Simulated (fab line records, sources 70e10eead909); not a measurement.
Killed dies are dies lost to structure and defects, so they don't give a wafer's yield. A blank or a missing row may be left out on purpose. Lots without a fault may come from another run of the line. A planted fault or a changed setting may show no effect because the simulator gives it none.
fab line records | flow nand_harc
record lots=6 wafers=18 last_day=33
route steps=1302 shown A_M0@1149
lots that met no fault: from a run of the same line without faults
start_h: hours from the record's first day to the start of the lot's first wafer shown | wait_h: hours since the lot's step before | " the same as in the row above | L1.1+2: a row that stands for several wafers | - no value, or no start given | * or withheld: withheld | < > ~ a bound
route shown NAME@n: a module of which the file shows steps, and the number in the route of the first | usual: mean/standard deviation of fault-free wafers | same: alike in all rows | chamber/n: place in a boat | sites: the reading at each site | _std_site: their standard deviation | _edge_site: outer sites' mean less inner sites' | radius_mm: how far each site lies from the wafer's centre | mask NAME#n: copy n | behind: the tool/chamber that last shaped the wafer | hold: why the lot was held/for how many hours/how that ended | device: the transistor (n, p or np) that didn't switch | end of line: the same wafers' tests at the end of the route | a step without rows: its recipe alone | killed: dies lost to structure and defects at the first sort, not the wafer's yield | map: a wafer's dies, x killed, . not, _ none there
set.NAME: the setting as run; set.NAME@STEP: as run at that earlier step | model.NAME: the simulator's own value behind a step, which no gauge read
lots at some steps of the route; a table a step, a row a wafer
services: from which hour (start_h, from the record's first day; less than 0 if before it) a tool's chamber was out of use, for how many hours, and why
## steps
# step NHARC_A_M0_INSPECT_11
# usual raw_defect_count=79/32
# columns lot.wafer tool chamber start_h wait_h raw_defect_count
L479.1 defect_inspect-01 - 532.84 0.0 27
L479.2 " - " " 20
L479.4 " - " " 21
L492.3 defect_inspect-01 - 663.27 0.0 112
L492.5 " - " " 99
L492.6 " - " " 85
L493.1 defect_inspect-01 - 664.59 0.0 65
L493.4 " - " " 71
L493.5 " - " " 66
L497.1 defect_inspect-02 - 720.51 0.0 70
L497.2 " - " " 79
L497.6 " - " " 68
L498.2 defect_inspect-02 - 732.36 0.0 40
L498.3 " - " " 42
L498.6 " - " " 29
L499.1 defect_inspect-02 - 736.87 0.0 111
L499.2 " - " " 108
L499.6 " - " " 101
# step NHARC_A_M0_DESCUM_14
# recipe time_s=3 o2_flow_sccm=200 ar_flow_sccm=0 bias_power_w=0 chemistry=O2
# usual drypump_motor_current_A=5.9/0.47 oes_product_au=0.998/0.0085 rf_vpp_V=57.7/0.79 showerhead_plenum_p_Torr=1.90/0.085 throttle_valve_pct=11.311/0.0084
# columns lot.wafer tool chamber start_h wait_h drypump_motor_current_A oes_product_au rf_hours_counter_h rf_vpp_V showerhead_plenum_p_Torr throttle_valve_pct
L479.2 rie_diel-13 2 532.90 0.1 6.3 1.003 0 58.2 1.99 11.319
L479.4 " 3 " " 5.1 0.990 0 57.3 1.84 11.303
L479.1 " 0 " " 6.0 1.009 0 56.6 1.91 11.298
L492.3 rie_diel-09 0 663.35 0.1 6.0 1.000 9 56.8 1.79 11.303
L492.5 " 2 " " 5.2 0.997 - 57.5 1.82 11.306
L492.6 " 3 " " 5.6 1.000 - 57.5 1.97 11.311
L493.4 rie_diel-09 3 664.66 0.1 5.6 1.006 7 58.5 1.97 11.322
L493.1 " 1 " " 5.7 1.003 9 58.5 1.94 11.322
L493.5 " 3 " " 5.6 1.008 - 56.9 1.97 11.315
L497.2 rie_diel-08 0 720.59 0.1 6.3 1.006 8 56.4 1.81 11.313
L497.1 " 1 " " 6.7 1.008 8 57.8 1.81 11.320
L497.6 " 3 " " 5.6 0.982 - 56.4 2.02 11.309
L498.2 rie_diel-08 3 732.43 0.1 5.6 0.995 0 58.5 2.02 11.299
L498.3 " 0 " " 6.3 0.993 0 56.8 1.81 11.314
L498.6 " 2 " " 5.6 0.990 - 57.2 1.87 11.317
L499.1 rie_diel-09 2 736.94 0.1 5.2 0.987 4 56.8 1.82 11.309
L499.2 " 3 " " 5.6 0.987 4 57.4 1.97 11.317
L499.6 " 1 " " 5.7 0.990 - 57.4 1.94 11.323
# step NHARC_A_M0_ETCH_34
# recipe target_depth_a=400 overetch_a=120 time_s=43.94 ion_energy_ev=200 n2_flow_sccm=150 h2_flow_sccm=150 ar_flow_sccm=0 rf_w=400 bias_w=150 chemistry=N2/H2
# step NHARC_A_M0_ETCH_15
# recipe target_depth_a=1500 overetch_a=150 time_s=82.5 c4f8_flow_sccm=withheld ar_flow_sccm=400 rf_w=600 bias_w=300 chemistry=C4F8/Ar
# step NHARC_A_M0_CD_MEAS_16
# usual cd_nm=80.1/0.58
# columns lot.wafer tool chamber start_h wait_h cd_nm
L479.1 cd_sem-02 - 533.21 - 80.1
L479.2 " - " " 79.4
L479.4 " - " " 79.3
L492.3 cd_sem-02 - 663.64 - 79.9
L492.5 " - " " 80.6
L492.6 " - " " 80.6
L493.1 cd_sem-03 - 664.95 - 80.1
L493.4 " - " " 80.2
L493.5 " - " " 80.7
L497.1 cd_sem-01 - 720.87 - 80.4
L497.2 " - " " 79.9
L497.6 " - " " 80.4
L498.2 cd_sem-02 - 732.73 - 79.9
L498.3 " - " " 80.5
L498.6 " - " " 78.8
L499.1 cd_sem-02 - 737.23 - 80.3
L499.2 " - " " 79.7
L499.6 " - " " 79.8
# step NHARC_A_M0_STRIP_18
# recipe power_w=1000 n2_flow_sccm=150 h2_flow_sccm=150 ar_flow_sccm=0 bias_w=0 chemistry=N2/H2
# usual drypump_motor_current_A=5.8/0.46 oes_product_au=1.000/0.0075 rf_vpp_V=90.6/0.93 showerhead_plenum_p_Torr=2.03/0.09 throttle_valve_pct=14.172/0.0096
# same bias_w=0
# columns lot.wafer tool chamber start_h wait_h drypump_motor_current_A oes_product_au rf_hours_counter_h rf_vpp_V showerhead_plenum_p_Torr throttle_valve_pct
L479.2 rie_diel-09 0 533.29 0.1 6.0 0.999 2.3 89.7 1.91 14.156
L479.1 " 1 " " 5.7 0.996 1.9 90.2 2.07 14.168
L479.4 " 2 " " 5.2 1.002 1.4 90.2 1.94 14.171
L492.3 rie_diel-08 1 663.76 0.1 6.7 1.003 5.4 90.5 1.92 14.171
L492.5 " 3 " " 5.6 0.985 - 90.6 2.16 14.171
L492.6 " 0 " " 6.3 0.999 - 90.5 1.93 14.179
L493.1 rie_diel-08 3 665.02 0.1 5.6 0.994 5.6 89.9 2.16 14.176
L493.4 " 1 " " 6.8 0.998 5.4 90.8 1.92 14.183
L493.5 " 3 " " 5.6 0.998 - 92.1 2.16 14.162
L497.2 rie_diel-09 1 720.94 0.1 5.7 0.996 1.9 90.3 2.07 14.179
L497.1 " 3 " " 5.6 1.005 2.3 90.8 2.10 14.181
L497.6 " 1 " " 5.7 0.984 - 89.7 2.07 14.158
L498.2 rie_diel-13 1 732.80 0.1 5.8 0.991 1.3 90.2 2.14 14.163
L498.3 " 3 " " 5.1 1.001 0.9 89.9 1.96 14.173
L498.6 " 2 " " 6.3 0.999 - 89.9 2.13 14.165
L499.1 rie_diel-13 1 737.31 0.1 5.8 0.990 1.3 89.5 2.14 14.163
L499.2 " 2 " " 6.4 0.997 1.1 91.7 2.13 14.194
L499.6 " 1 " " 5.8 0.984 - 92.6 2.14 14.177
# step NHARC_A_M0_STRIP_19
# recipe time_s=600 temp_c=30 chemistry=post_etch_residue_remover
# step NHARC_A_M0_DEGAS_28
# recipe temp_c=250 time_s=60
# usual heater_power_w=335/38
# columns lot.wafer tool chamber start_h wait_h heater_power_w
L479.4 pvd_sputter-01 - 533.84 - 425
L479.2 " - " " 344
L479.1 " - " " 285
L492.3 pvd_sputter-02 - 664.25 - 343
L492.6 " - " " 349
L492.5 " - " " 302
L493.4 pvd_sputter-01 - 665.57 - 412
L493.1 " - " " 296
L493.5 " - " " 433
L497.1 pvd_sputter-01 - 721.48 - 336
L497.2 " - " " 414
L497.6 " - " " 300
L498.2 pvd_sputter-03 - 733.35 - 328
L498.3 " - " " 346
L498.6 " - " " 328
L499.2 pvd_sputter-01 - 737.86 - 351
L499.1 " - " " 309
L499.6 " - " " 411
# step NHARC_A_M0_PRE_CLEAN_29
# recipe time_s=30 temp_c=280 gas=H2/He
# usual heater_power_w=411/46
# columns lot.wafer tool chamber start_h wait_h heater_power_w
L479.2 pvd_sputter-01 - - - 354
L479.1 " - " " 517
L479.4 " - " " 419
L492.3 pvd_sputter-02 - - - 412
L492.5 " - " " 426
L492.6 " - " " 377
L493.4 pvd_sputter-01 - - - 368
L493.1 " - " " 535
L493.5 " - " " 424
L497.2 pvd_sputter-01 - - - 512
L497.1 " - " " 360
L497.6 " - " " 431
L498.2 pvd_sputter-03 - - - 421
L498.3 " - " " 384
L498.6 " - " " 387
L499.2 pvd_sputter-01 - - - 369
L499.1 " - " " 425
L499.6 " - " " 375
# step NHARC_A_M0_PVD_20
# recipe target_thk_a=50 bias_v=168.6 power_w=15000 chamber_pressure_pa=0.12 time_s=8.06 substrate_temp_c=50 material=TaN
# step NHARC_A_M0_PVD_21
# recipe target_thk_a=300 chamber_pressure_pa=5 power_w=5000 substrate_temp_c=30 time_s=20.49 material=Cu
# usual substrate_temp_c=30.00/0.12 throttle_valve_pct=30.0/1.3
# columns lot.wafer tool chamber start_h wait_h substrate_temp_c throttle_valve_pct
L479.4 pvd_sputter-01 - - - 29.98 32.6
L479.2 " - " " 29.94 29.5
L479.1 " - " " 30.17 29.3
L492.3 pvd_sputter-02 - - - 29.93 27.7
L492.5 " - " " 29.83 27.6
L492.6 " - " " 29.91 30.0
L493.1 pvd_sputter-01 - - - 30.23 31.3
L493.4 " - " " 30.06 28.9
L493.5 " - " " 30.07 31.4
L497.2 pvd_sputter-01 - - - 30.07 28.9
L497.1 " - " " 30.13 31.6
L497.6 " - " " 29.94 28.9
L498.3 pvd_sputter-03 - - - 30.21 30.0
L498.2 " - " " 30.03 28.5
L498.6 " - " " 29.91 29.8
L499.1 pvd_sputter-01 - - - 29.92 31.5
L499.2 " - " " 30.01 31.2
L499.6 " - " " 30.12 31.4
# step NHARC_A_M0_ECD_22
# recipe target_thk_a=4000 bath_temp_c=25 material=Cu
# step NHARC_A_M0_ANNEAL_30
# recipe temp_c=225 time_s=90
# usual anneal_temp_c=225.02/0.17 anneal_temp_c_max=226.20/0.24 wafer_temp_C_max=226.0/0.31
# columns lot.wafer tool chamber start_h wait_h anneal_temp_c anneal_temp_c_max wafer_temp_C_max
L479.1 rtp_anneal-02 0 534.57 - 224.69 225.69 225.7
L479.2 " 0 " " 224.81 226.15 225.8
L479.4 " 0 " " 224.93 226.19 226.2
L492.3 rtp_anneal-01 - 665.09 - - - -
L492.5 " - " " - - -
L492.6 " - " " - - -
L493.1 rtp_anneal-02 - 666.30 - - - -
L493.4 " - " " - - -
L493.5 " - " " - - -
L497.1 rtp_anneal-01 0 722.22 0.3 225.21 226.39 226.3
L497.2 " 0 " " 225.09 226.48 226.3
L497.6 " 0 " " 225.08 226.38 226.0
L498.2 rtp_anneal-02 0 734.13 - 225.12 226.46 226.0
L498.3 " 0 " " 224.88 225.98 225.7
L498.6 " 0 " " 225.04 225.92 225.8
L499.1 rtp_anneal-01 0 738.66 0.3 225.01 226.01 226.4
L499.2 " 0 " " 225.04 226.12 226.6
L499.6 " 0 " " 225.10 226.18 226.2
# step NHARC_A_M0_CMP_23
# recipe t_overpolish_s=20 target_thk_nm=113.75
## services
# columns tool chamber start_h hours kind
rie_diel-13 - 519.04 9.0 pm
pvd_sputter-03 - 526.91 10.0 pm
rie_diel-09 0 531.25 - clean
rie_diel-08 - 544.80 9.0 pm
pvd_sputter-01 - 582.00 10.0 pm
rie_diel-09 0 588.70 1.8 repair
rie_diel-13 1 593.02 6.6 repair
rie_diel-13 0 596.81 8.4 repair
pvd_sputter-01 - 600.61 2.0 repair
rie_diel-13 - 603.99 0.7 repair
rie_diel-13 2 607.89 4.0 repair
rie_diel-09 3 614.44 9.0 repair
rie_diel-08 - 621.11 0.8 repair
rie_diel-09 3 624.71 9.7 repair
pvd_sputter-02 - 638.08 10.0 pm
pvd_sputter-03 - 652.81 2.8 repair
rie_diel-09 - 674.75 9.0 pm
pvd_sputter-02 - 678.60 5.5 repair
pvd_sputter-01 - 689.95 1.1 repair
rie_diel-13 - 696.04 9.0 pm
pvd_sputter-03 - 704.91 10.0 pm
rie_diel-08 3 721.14 6.3 repair
rie_diel-13 3 721.60 1.2 repair
rie_diel-08 - 721.95 9.0 pm
## key
first_sign step=NHARC_A_M0_ANNEAL_30 reading=tool_record direction=missing
effect none on later readings
met_at NHARC_A_M0_ANNEAL_30
struck_wafers L492.3,L492.5,L492.6,L493.1,L493.4,L493.5
sort_left_out L492.3,L492.5,L492.6,L493.1,L493.4,L493.5
onset_between 534.57 665.09
fault kind=skipped_step_whole tool=rtp_anneal-01,rtp_anneal-02 chamber=- onset_h=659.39 steps=NHARC_A_M0_ANNEAL_30 scope=struck_lots_only
# sort_left_out: the simulated sort isn't trusted on such a fault, so these wafers' sort isn't shown, and their yield isn't known
